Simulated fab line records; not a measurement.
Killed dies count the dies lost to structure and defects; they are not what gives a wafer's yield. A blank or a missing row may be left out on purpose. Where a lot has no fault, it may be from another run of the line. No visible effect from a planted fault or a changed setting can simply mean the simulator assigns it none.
Lot-split experiment + flow n5 finfet + route with 1938 steps; 7 lots, 39 wafers read

== THE SPLIT ==
At N5_DUMMY_GATE_EXPOSE_12 (exposes mask GATE, target cd 25 nm), the setting dose mj was moved away from the recipe's 34 on 12 of the 39 wafers read, by +3.6% to +4.8%. The other wafers ran this setting at the recipe's value.

== FROM THE SPLIT TO THE READING: what the file shows between them, 2 steps ==
- N5_DUMMY_GATE_PEB_13: peb time 60 s
- N5_DUMMY_GATE_DEVELOP_14: develop time 30 s

== THE READING ==
cd nm (nm) at N5_DUMMY_GATE_CD_MEAS_15, where the cd target is 25.8 nm. A value of 25.03 nm with a standard deviation of 0.23 nm is what fault-free wafers of this fab line usually give.

| wafer  | tool, chamber at the split | dose mj as run | against the recipe | cd nm, nm | against lot-mates on the recipe |
|--------|----------------------------|----------------|--------------------|-----------|---------------------------------|
| L081.1 | euv scanner-02, 0          | 35.63          | +4.8%              | 24.07     | -0.94                           |
| L081.2 | euv scanner-02, 0          | 35.63          | +4.8%              | 24.22     | -0.79                           |
| L081.3 | euv scanner-02, 0          | 34             | recipe             | 24.96     | -                               |
| L081.4 | euv scanner-02, 0          | 34             | recipe             | 24.94     | -                               |
| L081.5 | euv scanner-02, 0          | 34             | recipe             | 25.12     | -                               |
| L081.6 | euv scanner-02, 0          | 35.63          | +4.8%              | 24.12     | -0.89                           |
| L087.1 | euv scanner-01, 0          | 34             | recipe             | 25.25     | -                               |
| L087.2 | euv scanner-01, 0          | 34             | recipe             | 25.45     | -                               |
| L087.3 | euv scanner-01, 0          | 34             | recipe             | 24.54     | -                               |
| L087.4 | euv scanner-01, 0          | 34             | recipe             | 25.01     | -                               |
| L087.5 | euv scanner-01, 0          | 34             | recipe             | 25.28     | -                               |
| L087.6 | euv scanner-01, 0          | 34             | recipe             | 25.29     | -                               |
| L089.1 | euv scanner-01, 0          | 35.22          | +3.6%              | 24.22     | -0.87                           |
| L089.2 | euv scanner-01, 0          | 34             | recipe             | 24.86     | -                               |
| L089.3 | euv scanner-01, 0          | 34             | recipe             | 25.14     | -                               |
| L089.4 | euv scanner-01, 0          | 35.22          | +3.6%              | 24.53     | -0.56                           |
| L089.5 | euv scanner-01, 0          | 34             | recipe             | 25.28     | -                               |
| L089.6 | euv scanner-01, 0          | 35.22          | +3.6%              | 24.23     | -0.86                           |
| L090.1 | euv scanner-02, 0          | 35.37          | +4.0%              | 24.22     | -0.81                           |
| L090.2 | euv scanner-02, 0          | 35.37          | +4.0%              | 24.36     | -0.67                           |
| L090.3 | euv scanner-02, 0          | 34             | recipe             | 24.89     | -                               |
| L090.4 | euv scanner-02, 0          | 34             | recipe             | 25.00     | -                               |
| L090.5 | euv scanner-02, 0          | 34             | recipe             | 25.20     | -                               |
| L090.6 | euv scanner-02, 0          | 35.37          | +4.0%              | 24.32     | -0.71                           |
| L092.1 | euv scanner-02, 0          | 35.59          | +4.7%              | 24.15     | -0.61                           |
| L092.2 | euv scanner-02, 0          | 34             | recipe             | 24.60     | -                               |
| L092.3 | euv scanner-02, 0          | 35.59          | +4.7%              | 23.96     | -0.80                           |
| L092.4 | euv scanner-02, 0          | 35.59          | +4.7%              | 24.12     | -0.64                           |
| L092.5 | euv scanner-02, 0          | 34             | recipe             | 24.89     | -                               |
| L092.6 | euv scanner-02, 0          | 34             | recipe             | 24.78     | -                               |
| L093.1 | euv scanner-02, 0          | 34             | recipe             | 25.28     | -                               |
| L093.2 | euv scanner-02, 0          | 34             | recipe             | 24.79     | -                               |
| L093.3 | euv scanner-02, 0          | 34             | recipe             | 24.68     | -                               |
| L093.4 | euv scanner-02, 0          | 34             | recipe             | 25.18     | -                               |
| L093.5 | euv scanner-02, 0          | 34             | recipe             | 25.07     | -                               |
| L093.6 | euv scanner-02, 0          | 34             | recipe             | 24.95     | -                               |
| L094.2 | euv scanner-01, 0          | 34             | recipe             | 25.18     | -                               |
| L094.5 | euv scanner-01, 0          | 34             | recipe             | 25.08     | -                               |
| L094.6 | euv scanner-01, 0          | 34             | recipe             | 24.85     | -                               |

THE FIT
A straight line over all 39 wafers: cd nm changes by -0.19 nm for each +1% of dose mj; r = -0.89; the points scatter about the line by 0.2 nm.
The same after taking each lot's own level away (the mean of its wafers on the recipe; 39 wafers): -0.175 nm for each +1%; r = -0.89; scatter 0.19 nm.
Per that fit: largest dose mj move, reading shift of 0.84 nm.
The lots' own levels span 24.757 to 25.137 nm, that is 1.7 times the standard deviation above.
Consequently the slope shifts little with the lot-to-lot level, the two slopes agreeing.
Check: -0.834 nm against its lot-mates is what the line predicts for one of the wafers moved furthest among these (+4.8%) when that wafer is left out of the fit. It came out at -0.937 nm against them.

== THE FILE'S OWN FIT ==
cd nm changes by -0.176 nm for each +1% of dose mj, r = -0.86.
